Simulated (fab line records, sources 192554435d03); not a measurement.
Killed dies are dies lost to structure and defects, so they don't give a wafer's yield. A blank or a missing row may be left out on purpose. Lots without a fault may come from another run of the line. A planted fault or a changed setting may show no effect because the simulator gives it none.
fab line records | flow n5_finfet
record lots=6 wafers=17 last_day=17
route steps=1938 shown BEOL_M3@1015 BEOL_M4@1021
lots that met no fault: from a run of the same line without faults
start_h: hours from the record's first day to the start of the lot's first wafer shown | wait_h: hours since the lot's step before | " the same as in the row above | L1.1+2: a row that stands for several wafers | - no value, or no start given | * or withheld: withheld | < > ~ a bound
route shown NAME@n: a module of which the file shows steps, and the number in the route of the first | usual: mean/standard deviation of fault-free wafers | same: alike in all rows | chamber/n: place in a boat | sites: the reading at each site | _std_site: their standard deviation | _edge_site: outer sites' mean less inner sites' | radius_mm: how far each site lies from the wafer's centre | mask NAME#n: copy n | behind: the tool/chamber that last shaped the wafer | hold: why the lot was held/for how many hours/how that ended | device: the transistor (n, p or np) that didn't switch | end of line: the same wafers' tests at the end of the route | a step without rows: its recipe alone | killed: dies lost to structure and defects at the first sort, not the wafer's yield | map: a wafer's dies, x killed, . not, _ none there
set.NAME: the setting as run; set.NAME@STEP: as run at that earlier step | model.NAME: the simulator's own value behind a step, which no gauge read
lots at some steps of the route; a table a step, a row a wafer
services: from which hour (start_h, from the record's first day; less than 0 if before it) a tool's chamber was out of use, for how many hours, and why
## steps
# step N5_BEOL_M3_PRE_CLEAN_60
# recipe gas=NH3/H2 time_s=15 temp_c=* rf_power_w=300
# usual heater_power_w=77/20 rf_fwd_power_W=296.6/1.1
# same time_s=15
# columns lot.wafer tool chamber start_h wait_h heater_power_w rf_fwd_power_W
L875.2 cvd_co-01 0 161.60 0.0 96 295.8
L875.5 " 2 " " 56 296.7
L877.3 cvd_co-01 0 191.34 0.0 93 294.9
L877.4 " 1 " " 55 296.6
L877.6 " 0 " " 95 297.2
L879.3 cvd_co-02 2 195.94 0.0 98 293.7
L879.4 " 1 " " 79 295.8
L879.5 " 0 " " 102 297.5
L890.3 cvd_co-01 2 263.06 0.0 57 297.5
L890.5 " 0 " " 96 297.8
L890.6 " 1 " " 55 294.5
L894.1 cvd_co-01 1 285.70 0.0 57 296.1
L894.2 " 2 " " 57 297.2
L894.5 " 0 " " 97 297.0
L896.2 cvd_co-01 2 300.11 0.0 56 297.2
L896.5 " 0 " " 94 295.9
L896.6 " 2 " " 57 296.9
# step N5_BEOL_M3_CO_CAP_55
# recipe material=Co target_thk_a=20 temp_c=200 precursor=CCTBA/H2 pressure_torr=30 time_s=102.1
# step N5_BEOL_M3_PRE_CLEAN_56
# recipe gas=NH3 time_s=15 temp_c=withheld rf_power_w=300
# step N5_BEOL_M3_DEP_57
# recipe material=SiCN target_thk_a=80 temp_c=withheld precursor=3MS/NH3 pressure_torr=3 rf_w=202 time_s=14
# usual rf_fwd_power_W=198.9/1.4 showerhead_plenum_p_Torr=3.667/0.0092 throttle_valve_pct=8.9/0.49
# same time_s=14
# columns lot.wafer tool chamber start_h wait_h rf_fwd_power_W showerhead_plenum_p_Torr throttle_valve_pct
L875.2 pecvd-01 0 161.77 0.0 200.1 3.658 8.3
L875.5 " 0 " " 200.4 3.668 8.3
L877.3 pecvd-01 0 191.50 0.0 200.4 3.667 8.4
L877.4 " 0 " " 200.6 3.672 8.1
L877.6 " 2 " " 198.1 3.670 8.6
L879.3 pecvd-04 0 196.09 0.0 200.1 3.650 9.0
L879.4 " 0 " " 199.8 3.649 8.7
L879.5 " 2 " " 199.1 3.671 9.0
L890.3 pecvd-01 0 263.22 0.0 199.3 3.666 8.2
L890.5 " 0 " " 199.6 3.657 8.3
L890.6 " 1 " " 200.1 3.666 9.5
L894.1 pecvd-03 2 285.86 0.0 199.1 3.688 8.5
L894.2 " 1 " " 197.4 3.679 9.5
L894.5 " 0 " " 197.6 3.656 9.3
L896.2 pecvd-03 1 300.26 0.0 196.6 3.680 9.1
L896.5 " 0 " " 196.8 3.657 9.6
L896.6 " 2 " " 199.1 3.681 8.3
# step N5_BEOL_M3_RS_MEAS_58
# recipe thk_meas_gauge=four-point-probe reads=Co_of_BEOL_M3_CO_CAP_55+Cu_of_BEOL_M3_ECD_50+Co_of_BEOL_M3_CVD_47+TaN_of_BEOL_M3_ALD_84
# usual M3_RS=0.65/0.036
# columns lot.wafer tool chamber start_h wait_h M3_RS[ohm/sq]
L875.2 film_metro-02 - 162.12 0.3 0.66
L875.5 " - " " 0.66
L877.3 film_metro-02 - 191.57 0.1 0.67
L877.4 " - " " 0.65
L877.6 " - " " 0.61
L879.3 film_metro-02 - 196.16 0.1 0.64
L879.4 " - " " 0.60
L879.5 " - " " 0.66
L890.3 film_metro-02 - 263.29 0.1 0.65
L890.5 " - " " 0.63
L890.6 " - " " 0.66
L894.1 film_metro-01 - 285.93 0.0 0.66
L894.2 " - " " 0.69
L894.5 " - " " 0.64
L896.2 film_metro-01 - 300.33 0.1 0.63
L896.5 " - " " 0.62
L896.6 " - " " 0.62
# step N5_BEOL_M3_INSPECT_59
# recipe inspect_instrument=darkfield mode=post_dep
# usual raw_defect_count=67/22
# columns lot.wafer tool chamber start_h wait_h raw_defect_count
L875.2 defect_inspect-02 - 162.15 0.0 64
L875.5 " - " " 67
L877.3 defect_inspect-02 - 191.60 0.0 62
L877.4 " - " " 69
L877.6 " - " " 56
L879.3 defect_inspect-01 - 196.19 0.0 52
L879.4 " - " " 133
L879.5 " - " " 113
L890.3 defect_inspect-01 - 263.32 0.0 42
L890.5 " - " " 40
L890.6 " - " " 42
L894.1 defect_inspect-01 - 285.95 0.0 96
L894.2 " - " " 65
L894.5 " - " " 61
L896.2 defect_inspect-02 - 300.35 0.0 66
L896.5 " - " " 57
L896.6 " - " " 70
# step N5_BEOL_M4_ILD_DEP_00
# recipe material=SiOC target_thk_a=790 temp_c=350 precursor=DEMS/O2 pressure_torr=5 rf_w=500 time_s=15.3
# usual heater_power_w=450/82 rf_fwd_power_W=493.4/2.2 showerhead_plenum_p_Torr=5.693/0.014 throttle_valve_pct=12.0/0.6
# same time_s=15.3
# columns lot.wafer tool chamber start_h wait_h heater_power_w rf_fwd_power_W showerhead_plenum_p_Torr throttle_valve_pct
L875.2 pecvd-01 0 162.19 0.0 584 495.9 5.699 11.0
L875.5 " 1 " " 360 494.6 5.702 12.6
L877.3 pecvd-01 2 191.63 0.0 537 491.2 5.700 10.9
L877.4 " 1 " " 359 495.8 5.690 12.4
L877.6 " 2 " " 542 488.0 5.698 11.0
L879.3 pecvd-02 2 196.22 0.0 410 492.3 5.694 11.6
L879.4 " 2 " " 428 491.8 5.715 12.0
L879.5 " 1 " " 397 493.4 5.698 12.4
L890.3 pecvd-02 2 263.35 0.0 469 494.9 5.709 12.0
L890.5 " 1 " " 420 492.5 5.691 12.6
L890.6 " 0 " " 455 490.9 5.685 12.4
L894.1 pecvd-02 2 285.99 0.0 493 494.6 5.724 12.1
L894.2 " 0 " " 428 493.3 5.676 12.8
L894.5 " 1 " " 398 491.3 5.688 12.2
L896.2 pecvd-01 1 300.39 0.0 383 499.0 5.698 12.3
L896.5 " 0 " " 621 495.3 5.693 10.8
L896.6 " 1 " " 379 498.7 5.699 12.4
# step N5_BEOL_M4_THK_MEAS_01
# recipe reads=SiOC_of_BEOL_M4_ILD_DEP_00
# usual M4_ILD_THK=79.1/0.9
# columns lot.wafer tool chamber start_h wait_h M4_ILD_THK[nm]
L875.2 film_metro-02 - 162.26 0.1 79.7
L875.5 " - " " 81.5
L877.3 film_metro-02 - 191.70 0.1 77.5
L877.4 " - " " 79.5
L877.6 " - " " 79.6
L879.3 film_metro-02 - 196.29 0.1 78.5
L879.4 " - " " 79.5
L879.5 " - " " 79.3
L890.3 film_metro-01 - 263.42 0.1 78.2
L890.5 " - " " 80.6
L890.6 " - " " 79.9
L894.1 film_metro-02 - 286.06 0.0 79.3
L894.2 " - " " 79.1
L894.5 " - " " 80.7
L896.2 film_metro-02 - 300.46 0.1 78.4
L896.5 " - " " 79.8
L896.6 " - " " 81.1
# step N5_BEOL_M4_PECVD_72
# recipe material=SiO2 target_thk_a=160 temp_c=400 precursor=TEOS/O2 pressure_torr=5.5 rf_w=450 teos_flow_sccm=53.8 gas=O2 flow_sccm=3000 time_s=18
# usual heater_power_w=662/110 rf_fwd_power_W=444.9/2 showerhead_plenum_p_Torr=8.77/0.047 throttle_valve_pct=22.3/1
# same time_s=18
# columns lot.wafer tool chamber start_h wait_h heater_power_w rf_fwd_power_W showerhead_plenum_p_Torr throttle_valve_pct
L875.2 pecvd-02 0 162.29 0.0 601 443.6 8.72 23.4
L875.5 " 0 " " 612 441.4 8.70 23.7
L877.3 pecvd-02 1 191.74 0.0 614 445.2 8.77 23.4
L877.4 " 1 " " 618 444.9 8.80 23.5
L877.6 " 2 " " 698 446.2 8.87 22.3
L879.3 pecvd-04 0 196.33 0.0 762 445.1 8.72 22.2
L879.4 " 2 " " 542 445.6 8.81 22.4
L879.5 " 0 " " 769 447.0 8.74 22.4
L890.3 pecvd-01 1 263.46 0.0 502 447.6 8.77 23.2
L890.5 " 2 " " 825 439.9 8.78 21.0
L890.6 " 1 " " 508 447.0 8.79 23.6
L894.1 pecvd-01 0 286.10 0.0 888 447.8 8.77 20.6
L894.2 " 2 " " 703 439.1 8.81 21.0
L894.5 " 1 " " 556 445.4 8.77 23.5
L896.2 pecvd-04 2 300.50 0.0 592 441.3 8.81 20.3
L896.5 " 1 " " 558 447.1 8.75 22.9
L896.6 " 2 " " 622 440.1 8.78 20.3
# step N5_BEOL_M4_HM_DEP_02
# recipe material=TiN target_thk_a=200 temp_c=25 chamber_pressure_pa=0.49996
# usual throttle_valve_pct=30.2/0.91
# columns lot.wafer tool chamber start_h wait_h throttle_valve_pct
L875.2 pvd_sputter-02 - 163.85 1.5 29.2
L875.5 " - " " 29.0
L877.3 pvd_sputter-01 - 192.46 0.7 29.4
L877.4 " - " " 32.1
L877.6 " - " " 30.5
L879.3 pvd_sputter-01 - 196.46 0.1 30.7
L879.4 " - " " 30.6
L879.5 " - " " 29.3
L890.3 pvd_sputter-03 - 264.91 1.4 31.5
L890.5 " - " " 31.7
L890.6 " - " " 30.4
L894.1 pvd_sputter-03 - 289.05 2.9 29.3
L894.2 " - " " 29.9
L894.5 " - " " 30.2
L896.2 pvd_sputter-03 - 301.06 0.5 30.2
L896.5 " - " " 30.1
L896.6 " - " " 29.8
# step N5_BEOL_M4_COAT_61
# recipe resist=SOC temp_c=250 time_s=60 spin_rpm=1500 resist_thk_nm=60
# step N5_BEOL_M4_COAT_62
# recipe resist=SiARC temp_c=220 time_s=60 spin_rpm=1500 resist_thk_nm=12
# step N5_BEOL_M4_COAT_73
# recipe resist=underlayer temp_c=205 time_s=60 spin_rpm=1500 resist_thk_nm=5
# usual heater_power_total_W=391.9/1.3 plate_temp_C=205.00/0.15 resist_line_temp_C=22.97/0.11
# same time_s=60
# columns lot.wafer tool chamber start_h wait_h heater_power_total_W plate_temp_C resist_line_temp_C
L875.2 litho_track-05 0 163.98 - 390.2 205.03 22.89
L875.5 " 0 " " 392.0 204.57 23.08
L877.3 litho_track-05 0 192.60 - 387.4 202.88 23.17
L877.4 " 0 " " 386.3 202.57 22.97
L877.6 " 0 " " 387.7 202.52 23.05
L879.3 litho_track-05 0 196.60 - 386.9 202.76 23.01
L879.4 " 0 " " 385.7 202.73 23.12
L879.5 " 0 " " 385.5 202.74 23.03
L890.3 litho_track-02 0 265.04 - 393.5 204.81 22.86
L890.5 " 0 " " 390.2 204.91 22.98
L890.6 " 0 " " 391.5 205.02 22.92
L894.1 litho_track-02 0 289.19 - 393.6 205.04 22.89
L894.2 " 0 " " 391.1 204.98 23.04
L894.5 " 0 " " 392.9 204.91 22.99
L896.2 litho_track-05 0 301.19 - 390.5 204.93 22.78
L896.5 " 0 " " 392.2 205.40 22.92
L896.6 " 0 " " 393.7 205.09 22.86
# step N5_BEOL_M4_COAT_05
# recipe resist=CAR-EUV spin_rpm=1500 resist_thk_nm=30
# step N5_BEOL_M4_RC_MEAS_101
# usual DIBL_N=36.3/1.6 DIBL_P=36.2/2 IOFF_N=0.160/0.028 IOFF_P=0.21/0.036 ION_N=677/11 ION_P=465/6.9 SS_N=71.5/0.55 SS_P=73.3/0.64 VT_N=250/3 VT_P=-250/3.5
# columns lot.wafer tool chamber start_h wait_h DIBL_N[mV/V] DIBL_P[mV/V] IOFF_N[nA/um] IOFF_P[nA/um] ION_N[uA/um] ION_P[uA/um] SS_N[mV/dec] SS_P[mV/dec] VT_N[mV] VT_P[mV]
L875.2 prober-01 0 172.38 0.2 37.8 39.3 0.211 0.25 693 463 71.6 74.3 245 -248
L875.5 " 0 " " 33.7 34.1 0.122 0.17 663 459 70.6 72.7 253 -252
L877.3 prober-01 0 200.47 0.3 34.3 35.0 0.133 0.18 672 462 70.8 72.0 251 -255
L877.4 " 0 " " 36.3 37.6 0.171 0.21 676 466 71.5 73.9 249 -252
L877.6 " 0 " " 34.3 34.3 0.136 0.18 688 469 70.8 73.1 249 -252
L879.3 prober-01 0 204.79 0.3 38.1 37.9 0.188 0.24 683 464 71.6 73.2 246 -250
L879.4 " 0 " " 36.7 37.4 0.168 0.23 679 479 71.7 73.2 246 -248
L879.5 " 0 " " 37.5 36.3 0.180 0.21 679 454 71.6 73.1 248 -251
L890.3 prober-02 0 277.06 0.3 36.4 37.5 0.163 0.22 686 468 71.4 73.2 249 -251
L890.5 " 0 " " 33.8 33.3 0.114 0.17 658 459 70.8 72.3 256 -254
L890.6 " 0 " " 34.0 35.1 0.117 0.18 658 459 71.4 73.5 253 -255
L894.1 prober-02 0 300.11 0.0 33.7 34.0 0.133 0.18 688 476 71.1 72.9 251 -252
L894.2 " 0 " " 36.8 37.3 0.173 0.23 677 471 71.3 73.4 249 -247
L894.5 " 0 " " 34.8 35.1 0.150 0.20 670 464 71.4 73.5 250 -247
L896.2 prober-02 0 309.64 0.2 35.1 34.3 0.134 0.17 679 462 70.7 73.3 251 -255
L896.5 " 0 " " 35.7 35.7 0.144 0.18 665 452 71.8 73.6 251 -252
L896.6 " 0 " " 35.9 36.2 0.152 0.18 683 460 71.4 73.5 249 -254
## services
# columns tool chamber start_h hours kind
pecvd-01 - 158.67 0.7 repair
cvd_co-01 0 163.50 9.1 repair
pvd_sputter-03 - 169.46 17.4 repair
pecvd-03 0 176.17 2.1 scheduled_down
pecvd-04 2 181.58 5.5 scheduled_down
pecvd-04 - 186.89 6.0 pm
pecvd-03 - 194.16 6.6 repair
pecvd-04 1 198.86 14.1 repair
pecvd-04 2 217.99 6.7 repair
pecvd-01 1 218.87 5.0 scheduled_down
pecvd-04 2 246.07 5.5 scheduled_down
pecvd-04 2 251.58 - clean
pecvd-04 2 251.58 - consumable_replace:showerhead
pecvd-04 2 251.58 29.0 scheduled_down
pecvd-04 2 251.58 29.0 vent_cycle
pecvd-03 - 257.52 0.3 repair
pvd_sputter-01 - 265.60 4.9 repair
## key
first_sign step=N5_BEOL_M4_COAT_73 reading=plate_temp_C direction=down sigmas=15 usual=* struck=*
effect step=N5_BEOL_M4_COAT_73 reading=heater_power_total_W direction=down sigmas=4.2 usual=* struck=*
met_at N5_BEOL_M4_COAT_73
struck_wafers L877.3,L877.4,L877.6,L879.3,L879.4,L879.5
onset_between 163.98 192.60
fault kind=process_parameter_drift tool=litho_track-05 chamber=- onset_h=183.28 steps=N5_BEOL_M4_COAT_73 channel=temp_c offset=* shape=step end_h=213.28 acts_in=* stated=*
